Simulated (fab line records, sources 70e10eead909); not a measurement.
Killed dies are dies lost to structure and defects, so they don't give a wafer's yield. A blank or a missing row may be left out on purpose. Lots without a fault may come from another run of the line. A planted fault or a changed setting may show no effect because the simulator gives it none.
Which tool did it? | flow nand_harc | 12 lots, 36 wafers sampled, at 4 steps of a route of 1302

WHAT THE GAUGES READ, wafer by wafer
The record holds no reading of a measuring or inspecting step that can be judged against a usual standard deviation.

WHICH TOOL RAN EACH LOT (tool, then ch and the chambers of the sampled wafers, then the start)
lot  | NHARC_A_M0_PRE_CLEAN_31         | NHARC_A_M1_ETCH_15                            | NHARC_A_BONDPAD_EXPOSE_06         | NHARC_A_BONDPAD_PVD_17
L813 | pecvd-04 ch 1,2, day 23 04:06   | rie_diel-02 ch 0,1,3, day 23 09:50 or earlier | krf_scanner-04 ch 0, day 23 09:50 | pvd_sputter-02, no start
L811 | pecvd-02 ch 0,1,2, day 23 05:18 | rie_diel-02 ch 2,3, day 23 11:09 or earlier   | krf_scanner-02 ch 0, day 23 11:09 | pvd_sputter-03, no start
L812 | pecvd-01 ch 0,2, day 23 18:04   | rie_diel-03 ch 1,2,3, day 23 23:52 or earlier | krf_scanner-03 ch 0, day 23 23:52 | pvd_sputter-03, no start
L814 | pecvd-04 ch 0,1,2, day 23 19:24 | rie_diel-12 ch 0,2,3, day 24 01:34 or earlier | krf_scanner-03 ch 0, day 24 01:34 | pvd_sputter-01, no start
L815 | pecvd-02 ch 1,2, day 24 04:12   | rie_diel-02 ch 0,2,3, day 24 09:47 or earlier | krf_scanner-04 ch 0, day 24 09:47 | pvd_sputter-02, no start
L818 | pecvd-04 ch 0,2, day 26 04:09   | rie_diel-12 ch 0,1,3, day 26 09:55 or earlier | krf_scanner-03 ch 0, day 26 09:55 | pvd_sputter-02, no start
L819 | pecvd-02 ch 0,1, day 26 17:13   | rie_diel-02 ch 0,1,3, day 26 22:59 or earlier | krf_scanner-04 ch 0, day 26 22:59 | pvd_sputter-03, no start
L821 | pecvd-01 ch 0,2, day 27 15:26   | rie_diel-02 ch 1,2,3, day 27 21:11 or earlier | krf_scanner-04 ch 0, day 27 21:11 | pvd_sputter-01, no start
L826 | pecvd-01 ch 1,2, day 28 22:02   | rie_diel-12 ch 2,3, day 29 04:02 or earlier   | krf_scanner-04 ch 0, day 29 04:02 | pvd_sputter-01, no start
L827 | pecvd-02 ch 1,2, day 29 06:30   | rie_diel-03 ch 1,2,3, day 29 13:03 or earlier | krf_scanner-03 ch 0, day 29 13:03 | pvd_sputter-03, no start
L828 | pecvd-04 ch 1,2, day 30 04:01   | rie_diel-03 ch 2,3, day 30 09:52 or earlier   | krf_scanner-02 ch 0, day 30 09:52 | pvd_sputter-01, no start
L830 | pecvd-02 ch 0,1,2, day 30 15:55 | rie_diel-02 ch 0,1, day 30 21:37 or earlier   | krf_scanner-02 ch 0, day 30 21:37 | pvd_sputter-01, no start
- NHARC_A_M0_PRE_CLEAN_31: time 12 s.
- NHARC_A_M1_ETCH_15: etches the open film in C4F8/Ar, target depth 182.5 nm, time 91.2 s.
- NHARC_A_BONDPAD_EXPOSE_06: exposes mask A BPAD.
- NHARC_A_BONDPAD_PVD_17: deposits TaN, target thk 5 nm, time 8.06 s.

WHAT THE TOOLS THEMSELVES READ (means of the sampled wafers that have a number; where no wafer has one, the mark that the record gives instead)
NHARC_A_M0_PRE_CLEAN_31. Usual: heater_power_w 640 W, standard deviation 81.
lot  | tool     | heater_power_w (W) | flag
L813 | pecvd-04 | 646                |
L811 | pecvd-02 | 687                |
L812 | pecvd-01 | 557                |
L814 | pecvd-04 | 564                |
L815 | pecvd-02 | 704                |
L818 | pecvd-04 | 578                |
L819 | pecvd-02 | 655                |
L821 | pecvd-01 | 527                |
L826 | pecvd-01 | 561                |
L827 | pecvd-02 | 662                |
L828 | pecvd-04 | 606                |
L830 | pecvd-02 | 682                |

NHARC_A_M1_ETCH_15. Usual: bias_w 300.0 W, standard deviation 0.82; oes_product_au 0.953 a.u., standard deviation 0.021; rf_vpp_V 440.6 V, standard deviation 2.8.
lot  | tool        | bias_w (W) | oes_product_au (a.u.) | rf_vpp_V (V) | flag
L813 | rie_diel-02 | 300.5      | 0.952                 | 439.3        |
L811 | rie_diel-02 | 300.4      | 0.959                 | 438.2        |
L812 | rie_diel-03 | 299.5      | 0.938                 | 442.1        |
L814 | rie_diel-12 | 299.6      | 0.961                 | 442.4        |
L815 | rie_diel-02 | 300.1      | 0.916                 | 437.6        |
L818 | rie_diel-12 | 299.7      | 0.928                 | 441.9        |
L819 | rie_diel-02 | 300.2      | 0.958                 | 439.5        |
L821 | rie_diel-02 | 299.6      | 0.930                 | 439.4        |
L826 | rie_diel-12 | 300.0      | 0.965                 | 442.6        |
L827 | rie_diel-03 | 299.8      | 0.959                 | 441.9        |
L828 | rie_diel-03 | 300.0      | 0.962                 | 443.8        |
L830 | rie_diel-02 | 300.3      | 0.964                 | 440.2        |

NHARC_A_BONDPAD_EXPOSE_06. Usual: exposure_dose_mJ_cm2 37.15, standard deviation 0.2.
lot  | tool           | exposure_dose_mJ_cm2 | flag
L813 | krf_scanner-04 | 37.43                |
L811 | krf_scanner-02 | 36.99                |
L812 | krf_scanner-03 | 37.00                |
L814 | krf_scanner-03 | 36.99                |
L815 | krf_scanner-04 | 37.36                |
L818 | krf_scanner-03 | 37.01                |
L819 | krf_scanner-04 | 37.39                |
L821 | krf_scanner-04 | 35.20                | OFF
L826 | krf_scanner-04 | 35.60                | OFF
L827 | krf_scanner-03 | 36.97                |
L828 | krf_scanner-02 | 36.99                |
L830 | krf_scanner-02 | 36.97                |

NHARC_A_BONDPAD_PVD_17. Usual: throttle_valve_pct 30.0 %, standard deviation 1.
lot  | tool           | throttle_valve_pct (%) | flag
L813 | pvd_sputter-02 | 30.1                   |
L811 | pvd_sputter-03 | 30.1                   |
L812 | pvd_sputter-03 | 29.6                   |
L814 | pvd_sputter-01 | 31.1                   |
L815 | pvd_sputter-02 | 29.6                   |
L818 | pvd_sputter-02 | 28.5                   |
L819 | pvd_sputter-03 | 30.1                   |
L821 | pvd_sputter-01 | 30.6                   |
L826 | pvd_sputter-01 | 30.0                   |
L827 | pvd_sputter-03 | 29.4                   |
L828 | pvd_sputter-01 | 30.2                   |
L830 | pvd_sputter-01 | 29.6                   |

THE ANSWER, worked out from the rows above alone
Rule: a lot is off if the mean of its wafers that have a number lies more than 3 standard deviations from the usual mean. A lot without any number at a reading at which 4 lots or more have one is off too. The other lots that the step has rows for count as sound. The gauges are gone through in route order, then the tools' own readings, and for those a lot's mean is taken as printed above. The first step at which some lot is off is used, and at that step the reading that is off furthest; a lot without a number counts as furthest.
Off: L821, L826, at NHARC_A_BONDPAD_EXPOSE_06 (exposure_dose_mJ_cm2).
A tool fits if, at that step or a process step before it, it ran every lot that is off, and no sound lot after the first of them. NHARC_A_M1_ETCH_15 gives no start for some lots, so the hours and the order of its lots are those of NHARC_A_BONDPAD_EXPOSE_06. Can't be told from this: 2 tools fit, pecvd-01 at NHARC_A_M0_PRE_CLEAN_31, krf_scanner-04 at NHARC_A_BONDPAD_EXPOSE_06.

WHAT THE SIMULATOR HAD PUT IN
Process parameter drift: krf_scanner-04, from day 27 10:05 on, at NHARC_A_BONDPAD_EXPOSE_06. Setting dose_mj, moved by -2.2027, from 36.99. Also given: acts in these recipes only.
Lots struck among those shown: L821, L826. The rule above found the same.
